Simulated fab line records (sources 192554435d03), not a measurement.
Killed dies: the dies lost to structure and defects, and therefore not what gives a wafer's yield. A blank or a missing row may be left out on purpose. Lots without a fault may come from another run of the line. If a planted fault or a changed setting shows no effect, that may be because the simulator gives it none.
A struck lot beside a sound one    flow n5-finfet    38 out of 1938 route steps
Sound: these wafers, L649.2, L649.3, L649.5. Struck: wafers L646.1, L646.2, L646.3. At the end, the cause is stated.
Order at every step that has rows: each side's tool, ch and its chambers, its first start. Under that, the readings that differ: sound wafers    struck wafers    difference of the means    sigmas: that difference in standard deviations of wafers without a fault.
alike: a reading whose means differ by less than 2 such deviations, as well as words and numbers matching on both sides. not compared: withheld readings; readings where some wafer has no value; bounds like >300 that might hide an equal value; numbers whose values overlap and for which the record gives no deviation.
Wherever a step has rows on one side only, a row that says differs or no value, or a row with sigmas, the two part there. When numbers do not overlap yet have no deviation, they are printed without sigmas and do not part them. Lack of a reading on every wafer of one side parts them only where that side has two or more wafers.

first, 9 steps without rows for these wafers: N5_BEOL_M4_ANNEAL_95 (time 240 s); N5_BEOL_M4_SPUTTER_96 (material Cu, target thk 4.5 nm, time 8.29 s); N5_BEOL_M4_ECD_50 (material Cu, target thk 300 nm); N5_BEOL_M4_ANNEAL_51 (time 90 s); N5_BEOL_M4_CMP_52 (polishes, stops on SiOC, t overpolish 6.8 s, target thk 40 nm); N5_BEOL_M4_PRE_CLEAN_60 (time 15 s); N5_BEOL_M4_CO_CAP_55 (material Co, precursor CCTBA/H2, target thk 2 nm, time 102.1 s); N5_BEOL_M4_PRE_CLEAN_56 (time 15 s); N5_BEOL_M4_DEP_57 (deposits SiCN from 3MS/NH3, target thk 8 nm, time 14 s).
N5_BEOL_M4_RC_MEAS_101:
  sound on prober-01 ch 0, day 12 19:18; struck on prober-02 ch 0, day 11 11:55
  alike: DIBL_N, DIBL_P, IOFF_N, IOFF_P, ION_N, ION_P, SS_N, SS_P, VT_N, VT_P
then, 24 steps without rows for these wafers: N5_BEOL_M5_ILD_DEP_00 (deposits SiCOH lowk from DEMS/porogen, target thk 140.64 nm, time 25.9 s); N5_BEOL_M5_CURE_79 (cures SiCOH lowk, time 240 s); N5_BEOL_M5_PECVD_70 (deposits SiO2 from TEOS/O2, target thk 16 nm, time 18 s); N5_BEOL_M5_HM_DEP_02 (deposits TiN, target thk 20 nm); N5_BEOL_M5_COAT_59 (time 60 s, resist thk 60 nm); N5_BEOL_M5_COAT_60 (time 60 s, resist thk 12 nm); N5_BEOL_M5_COAT_71 (time 60 s, resist thk 5 nm); N5_BEOL_M5_COAT_05 (resist thk 30 nm); N5_BEOL_M5_EBR_07; N5_BEOL_M5_SOFTBAKE_06 (time 60 s); N5_BEOL_M5_EXPOSE_08 (exposes mask M5, target cd 28 nm); N5_BEOL_M5_PEB_09 (peb time 60 s); N5_BEOL_M5_DEVELOP_10 (develop time 30 s); N5_BEOL_M5_DESCUM_16 (chemistry O2, time 7 s); N5_BEOL_M5_ETCH_72 (etches underlayer in N2/H2, target depth 6.5 nm, time 5.2 s); N5_BEOL_M5_ETCH_61 (etches SiARC in CF4, target depth 15.6 nm, time 26 s); N5_BEOL_M5_ETCH_62 (etches SOC in N2/H2, target depth 75 nm, overetch 15 nm, time 112.5 s); N5_BEOL_M5_STRIP_63 (strips in N2/H2); N5_BEOL_M5_STRIP_73 (strips in N2/H2); N5_BEOL_M5_STRIP_64 (strips in CF4); N5_BEOL_M5_HM_OPEN_17 (chemistry Cl2/BCl3, target TiN, target depth 20 nm, overetch 6 nm); N5_BEOL_M5_STRIP_19 (strips in O2); N5_BEOL_M5_COAT_65 (time 60 s, resist thk 60 nm); N5_BEOL_M5_COAT_66 (time 60 s, resist thk 12 nm).
N5_BEOL_M6_TRENCH_ETCH_37: etches SiCOH lowk in C4F6/O2, target depth 94.435 nm, time 31.5 s.
  sound on rie-diel-01 ch 1,2,3, day 13 12:55; struck on rie-diel-06 ch 0,1,2, day 12 05:08
  no value came back on the struck wafers for any of 7 readings (C4F6_flow_sccm (sccm), O2_flow_sccm (sccm) and others); on the sound wafers C4F6_flow_sccm (sccm) reads 10.002 10.003 9.966
reading                                     sound           struck    difference  sigmas
model.TiN_of_BEOL_M6_HM_DEP_02.thk-nm (nm)  17.2 17.2 17.2  20 20 20  +3          
  not compared: rf-hours-counter-h
N5_BEOL_M6_OCD_MEAS_38:
  sound: ocd-02 at day 13 13:05; struck: ocd-02 at day 12 05:18
reading               sound           struck     difference  sigmas
trench-depth-nm (nm)  92.5 91.6 94.2  0.1 0.2 0  -92.7       -84
N5_BEOL_M6_CMP_52: polishes, stops on SiCOH lowk, t overpolish 6.9 s, target thk 80 nm.
  sound on cmp-02 ch 2,3, day 13 15:07; struck on cmp-01 ch 0,2,3, day 12 07:53
reading                                 sound              struck             difference  sigmas
slurry-flow-ml-min                      150.7 150.2 151.2  149.6 149.6 148.6  -1.4        -3
model.Cu_of_BEOL_M6_ECD_50.thk-nm (nm)  78.2 77.4 79.4     0 0 0.6            -78         
  alike: edge-zone-pressure-frac, motor-current-A
-- record jumps: 4 days separate the struck wafers' starts on either side; left off in module BEOL_M6, taken up again in module PASSIVATION, whose first shown step is the route's number 1936 --
N5_PASSIVATION_PROBE_49:
  sound: prober-02 at day 16 21:35; struck: prober-02 at day 15 23:55
reading                   sound  struck          difference  sigmas
defect-limited-yield (%)  89.7   0 0 0           -90         -64
killed_at_M4_up           8      1080 1090 1105  +1084       +99 or more
killed-at-front-end       78     32 37 48        -39         -4
killed-dies               121    1180 1180 1180  +1059       +62
killed-on-rim             19     152 152 152     +133        +34
killed-open               85     69 62 42        -27         -2
sort_bin_5_function (%)   5.3    95.7 96.6 96.5  +91.0       +98
sort-n-pass               1059   0 0 0           -1059       -62
sort-yield-pct (%)        89.7   0 0 0           -90         -64
  alike: killed_at_M0_to_M3, killed-at-contacts, killed-at-other, killed-short, sort_bin_6_memory

## WHERE THEY PART
First at N5_BEOL_M6_TRENCH_ETCH_37; last, within this record, at N5_PASSIVATION_PROBE_49.

WHY: what had been put in by the simulator
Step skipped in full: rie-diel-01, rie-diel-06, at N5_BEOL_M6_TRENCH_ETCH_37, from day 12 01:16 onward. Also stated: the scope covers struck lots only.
